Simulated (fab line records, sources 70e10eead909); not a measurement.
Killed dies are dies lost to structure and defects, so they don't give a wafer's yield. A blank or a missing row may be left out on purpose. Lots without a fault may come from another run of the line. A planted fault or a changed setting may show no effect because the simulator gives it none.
A struck lot beside a sound one | flow nand_harc | 39 steps out of a route of 1302
Sound: wafers L797.1, L797.2, L797.5. Struck: wafers L796.2, L796.4, L796.6. The cause comes at the end.
At each step with rows: each side's tool, then ch and its chambers, then its first start. Under that, the readings that differ: sound wafers | struck wafers | difference of the means | sigmas: that difference in standard deviations of wafers without a fault.
alike: readings whose means differ by less than 2 such deviations, and words and numbers that are the same on both sides. not compared: withheld readings, readings that some wafer has no value for, bounds like >300 that may hide the same value, and numbers for which the record gives no deviation and whose values overlap.
The two part at a step that has a row with sigmas, a row that says differs or no value, or rows on one side only. Numbers that don't overlap but have no deviation are shown without sigmas and don't part them. A reading that every wafer of one side lacks parts them only if that side has two wafers or more.

NHARC_A_BONDPAD_CD_MEAS_09: target cd 500 nm.
  sound on cd_sem-03 ch 0, day 25 23:05; struck on cd_sem-02 ch 0, day 25 07:24
  alike: cd_nm
NHARC_A_BONDPAD_OVL_MEAS_35:
  sound on overlay-01, day 25 23:10; struck on overlay-02, day 25 07:29
  alike: overlay_x_nm, overlay_y_nm
then, 3 steps without rows for these wafers: NHARC_A_BONDPAD_HARDBAKE_10 (time 65 s); NHARC_A_BONDPAD_DESCUM_11 (chemistry O2, time 3 s); NHARC_A_BONDPAD_ETCH_34 (etches the open film in N2/H2, target depth 60 nm, overetch 18 nm, time 65.91 s).
NHARC_A_BONDPAD_ETCH_12: etches the open film in CHF3/O2, target depth 220 nm, time 110 s.
  sound on rie_diel-06 ch 1,2; struck on rie_diel-06 ch 1,2,3
  alike: drypump_motor_current_A, oes_product_au, rf_vpp_V, showerhead_plenum_p_Torr, throttle_valve_pct
  not compared: rf_hours_counter_h
NHARC_A_BONDPAD_CD_MEAS_13:
  sound on cd_sem-02, day 25 23:37; struck on cd_sem-02, day 25 07:56
  alike: cd_nm
then, 1 step without rows for these wafers: NHARC_A_BONDPAD_STRIP_15 (strips in O2).
NHARC_A_BONDPAD_ETCH_24: etches the open film in CF4/N2, target depth 30 nm, time 72.99 s.
  sound on rie_diel-02 ch 0,1; struck on rie_diel-03 ch 0,3
  alike: drypump_motor_current_A, oes_product_au, rf_vpp_V, showerhead_plenum_p_Torr, throttle_valve_pct
  not compared: rf_hours_counter_h
then, 2 steps without rows for these wafers: NHARC_A_BONDPAD_STRIP_16 (strips in post etch residue remover, time 600 s); NHARC_A_BONDPAD_DEGAS_25 (time 60 s).
NHARC_A_BONDPAD_PRE_CLEAN_26: time 30 s.
  sound on pvd_sputter-02; struck on pvd_sputter-03
  alike: heater_power_w
NHARC_A_BONDPAD_PVD_17: deposits TaN, target thk 5 nm, time 8.06 s.
  sound on pvd_sputter-02, day 26 00:22; struck on pvd_sputter-03, day 25 08:41
  alike: throttle_valve_pct
then, 4 steps without rows for these wafers: NHARC_A_BONDPAD_PVD_27 (deposits Cu, target thk 30 nm, time 20.49 s); NHARC_A_BONDPAD_ECD_18 (material Cu, target thk 400 nm); NHARC_A_BONDPAD_ANNEAL_28 (time 90 s); NHARC_A_BONDPAD_CMP_19 (polishes, t overpolish 30 s, cu recess touch 16 s, target thk 169.82 nm).
NHARC_A_BONDPAD_THK_MEAS_20: measures by xrf.
  sound on film_metro-02, day 26 01:40; struck on film_metro-02, day 25 09:57
  alike: thk_nm
then, 1 step without rows for these wafers: NHARC_A_BONDPAD_SRD_21 (time 30 s, dry time 20 s).
NHARC_HYBRID_BOND_ACTIVATE_00: chemistry N2, time 60 s.
  sound on rie_diel-05 ch 0,1,2, day 26 01:58; struck on rie_diel-08 ch 1,2, day 25 10:13
  alike: drypump_motor_current_A, oes_product_au, rf_vpp_V, showerhead_plenum_p_Torr
  not compared: rf_hours_counter_h
then, 4 steps without rows for these wafers: NHARC_HYBRID_BOND_PRECLEAN_01 (cleans in DIW, time 300 s); NHARC_HYBRID_BOND_SRD_02 (time 30 s, dry time 20 s); NHARC_HYBRID_BOND_BOND_03; NHARC_HYBRID_BOND_ANNEAL_04 (time 7200 s).
NHARC_HYBRID_BOND_OVL_MEAS_05:
  sound on overlay-01, day 26 11:21; struck on overlay-02, day 25 19:38
  alike: overlay_x_nm, overlay_y_nm
then, 2 steps without rows for these wafers: NHARC_THIN_TSV_GRIND_00; NHARC_THIN_TSV_CMP_01 (polishes).
NHARC_THIN_TSV_THK_MEAS_02: measures by ir.
  sound on film_metro-01, day 26 13:03; struck on film_metro-02, day 25 22:35
  alike: thk_nm
then, 3 steps without rows for these wafers: NHARC_THIN_TSV_SRD_03; NHARC_THIN_TSV_PRECLEAN_41 (cleans in SC1); NHARC_THIN_TSV_SRD_42.
NHARC_THIN_TSV_DEP_43: deposits SiO2, target thk 1328.5 nm.
  sound on pecvd-03 ch 0,2, day 26 13:19; struck on pecvd-04 ch 0,2, day 25 22:48
  alike: throttle_valve_pct
  not compared: since_wet_clean_h
then, 6 steps without rows for these wafers: NHARC_THIN_TSV_DEHYDRATE_04 (time 120 s); NHARC_THIN_TSV_HMDS_05 (time 30 s); NHARC_THIN_TSV_COAT_06; NHARC_THIN_TSV_SOFTBAKE_07 (time 95 s); NHARC_THIN_TSV_EBR_08; NHARC_THIN_TSV_EXPOSE_09 (exposes mask TSV).
NHARC_END_SORT_01:
  the record has rows for the struck wafers here (prober-01 ch 0, day 26 14:22) and none for the sound ones

WHERE THEY PART
Only at NHARC_END_SORT_01, within this record.

WHY: what the simulator had put in
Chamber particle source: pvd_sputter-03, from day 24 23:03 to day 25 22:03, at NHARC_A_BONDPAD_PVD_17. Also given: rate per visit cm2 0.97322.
